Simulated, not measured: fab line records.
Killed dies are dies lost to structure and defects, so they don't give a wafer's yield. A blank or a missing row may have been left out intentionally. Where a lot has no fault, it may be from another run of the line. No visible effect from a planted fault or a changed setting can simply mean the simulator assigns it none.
Chamber matching    flow nand-harc    rie-diel-04 running NHARC_A_STAIRCASE_DESCUM_219: 4 sister chambers
The step chemistry O2, time 3 s. 4 wafers are shown with their chamber, then 9 later ones without.

## WAFERS, EACH WITH ITS CHAMBER
wafer   chamber  drypump-motor-current-A (A)
L091.4  3        6.2
L091.6  1        5.0
L092.3  0        6.0
L092.6  2        5.6

## WAFERS WITH NO CHAMBER GIVEN
wafer   drypump-motor-current-A (A)
L090.2  5.6
L090.4  6.1
L090.5  5.6
L093.1  6.2
L093.2  5.6
L093.3  5.0
L097.1  6.0
L097.2  5.6
L097.6  5.9

## WHICH CHAMBER EACH ONE RAN IN
wafer   from the rows above      in truth
L090.2  2                        2
L090.4  can't be placed: 0 or 3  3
L090.5  2                        2
L093.1  3                        3
L093.2  2                        2
L093.3  1                        1
L097.1  0                        0
L097.2  2                        2
L097.6  0                        0
Placed correctly: 8 of 9. These rows do not allow placing 1 (true chamber among the candidates in 1). Number placed wrongly: 0.
How it was worked out, from the rows above alone: a wafer's distance from a chamber is the root of the sum, over the readings, of the square of ((its reading less the chamber's mean) divided by the reading's scatter). The wafer belongs to the nearest chamber; if the next one is less than 2 further off, it can't be placed. A chamber's mean is the mean of its shown wafers. The scatter (one wafer shown for each chamber): square how far every hidden wafer sits from the nearest shown wafer, average those squares and take the square root.
